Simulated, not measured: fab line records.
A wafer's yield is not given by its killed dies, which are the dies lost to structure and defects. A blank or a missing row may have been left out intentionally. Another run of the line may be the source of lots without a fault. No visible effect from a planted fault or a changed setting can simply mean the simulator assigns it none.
Chamber matching :: flow n5_finfet :: N5_HKMG_FIN_ALD_75 on ald_hk-03 has 4 sister chambers
The step deposits Al2O3, target thk 1 nm, co reactant pulse time 1 s. 14 wafers are shown with their chamber, then 7 later ones without.

== EACH WAFER AND ITS CHAMBER ==
wafer: L074.1
chamber: 0
heater_power_w (W): 181
precursor_pulse_height_rel: 1.028

wafer: L074.4
chamber: 2
heater_power_w (W): 118
precursor_pulse_height_rel: 0.987

wafer: L074.5
chamber: 3
heater_power_w (W): 141
precursor_pulse_height_rel: 0.998

wafer: L076.2
chamber: 1
heater_power_w (W): 151
precursor_pulse_height_rel: 0.982

wafer: L076.3
chamber: 0
heater_power_w (W): 177
precursor_pulse_height_rel: 1.015

wafer: L076.5
chamber: 0
heater_power_w (W): 189
precursor_pulse_height_rel: 1.003

wafer: L083.4
chamber: 1
heater_power_w (W): 157
precursor_pulse_height_rel: 1.004

wafer: L083.5
chamber: 0
heater_power_w (W): 184
precursor_pulse_height_rel: 0.983

wafer: L083.6
chamber: 3
heater_power_w (W): 143
precursor_pulse_height_rel: 0.954

wafer: L084.2
chamber: 2
heater_power_w (W): 120
precursor_pulse_height_rel: 1.011

wafer: L084.3
chamber: 1
heater_power_w (W): 152
precursor_pulse_height_rel: 0.975

wafer: L084.4
chamber: 3
heater_power_w (W): 145
precursor_pulse_height_rel: 1.003

wafer: L094.2
chamber: 1
heater_power_w (W): 154
precursor_pulse_height_rel: 1.002

wafer: L094.3
chamber: 2
heater_power_w (W): 117
precursor_pulse_height_rel: 1.017

SIGNATURES (means of the wafers above)
reading: heater_power_w
chamber 0: 182.75
chamber 1: 153.50
chamber 2: 118.33
chamber 3: 143.00
scatter within a chamber: 3.32

reading: precursor_pulse_height_rel
chamber 0: 1.00725
chamber 1: 0.99075
chamber 2: 1.00500
chamber 3: 0.98500
scatter within a chamber: 0.0192
Rule: for each reading, subtract the chamber's mean from the wafer's reading, divide by that reading's scatter and square the result; add these up over the readings and take the root, which gives the wafer's distance from the chamber. The wafer belongs to the nearest chamber; if the next one is less than 2 further off, it can't be placed. The scatter is the square root of a quotient: the sum, over the shown wafers, of each reading's squared deviation from its chamber's mean, divided by wafers minus chambers.

== WAFERS WITH NO CHAMBER GIVEN ==
wafer: L094.6
heater_power_w (W): 145
precursor_pulse_height_rel: 0.993

wafer: L096.1
heater_power_w (W): 147
precursor_pulse_height_rel: 0.993

wafer: L096.2
heater_power_w (W): 184
precursor_pulse_height_rel: 0.990

wafer: L096.5
heater_power_w (W): 118
precursor_pulse_height_rel: 0.998

wafer: L097.1
heater_power_w (W): 153
precursor_pulse_height_rel: 0.993

wafer: L097.2
heater_power_w (W): 145
precursor_pulse_height_rel: 1.014

wafer: L097.4
heater_power_w (W): 116
precursor_pulse_height_rel: 0.993

== WHICH CHAMBER EACH ONE RAN IN ==
wafer: L094.6
from the rows above: can't be placed: 3 or 1
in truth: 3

wafer: L096.1
from the rows above: can't be placed: 3 or 1
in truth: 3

wafer: L096.2
from the rows above: 0
in truth: 0

wafer: L096.5
from the rows above: 2
in truth: 2

wafer: L097.1
from the rows above: 1
in truth: 1

wafer: L097.2
from the rows above: can't be placed: 3 or 1
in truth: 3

wafer: L097.4
from the rows above: 2
in truth: 2
4 of 7 placed correctly. Unplaceable from these rows: 3, with the true chamber sitting among the candidates in 3. 0 placed wrongly.
